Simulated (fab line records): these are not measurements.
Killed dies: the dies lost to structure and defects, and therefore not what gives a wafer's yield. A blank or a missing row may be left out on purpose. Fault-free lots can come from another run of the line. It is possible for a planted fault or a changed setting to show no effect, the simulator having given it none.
Chamber matching -- flow n5 finfet -- N5_BEOL_M9_STRIP_36 on rie diel-03 has 4 sister chambers
The step strips in N2/H2. 4 wafers are shown with their chamber, then 9 later ones without.

## WAFERS, EACH WITH ITS CHAMBER
wafer,chamber,drypump motor current A (A)
L080.4,3,5.7
L086.2,0,6.0
L086.4,2,5.0
L086.5,1,6.3

## WAFERS WITH NO CHAMBER GIVEN
wafer,drypump motor current A (A)
L088.2,6.0
L088.5,5.0
L088.6,5.7
L093.1,6.0
L093.2,5.7
L093.6,5.1
L096.3,6.3
L096.4,5.0
L096.6,5.0

## EACH ONE'S CHAMBER
wafer,from the rows above,in truth
L088.2,0,0
L088.5,2,2
L088.6,3,3
L093.1,0,0
L093.2,3,3
L093.6,2,2
L096.3,1,1
L096.4,2,2
L096.6,2,2
Placed correctly: 9 of 9. Can't be placed from these rows: 0. 0 placed wrongly.
How it was worked out, from the rows above alone: a wafer's distance from a chamber is the root of the sum, over the readings, of the square of ((its reading less the chamber's mean) divided by the reading's scatter). The wafer belongs to the nearest chamber; if the next one is less than 2 further off, it can't be placed. Each chamber's mean is taken over the wafers shown for it. The scatter: with one shown wafer a chamber, the root of the mean of the squares of how far each hidden wafer lies from its nearest shown one.
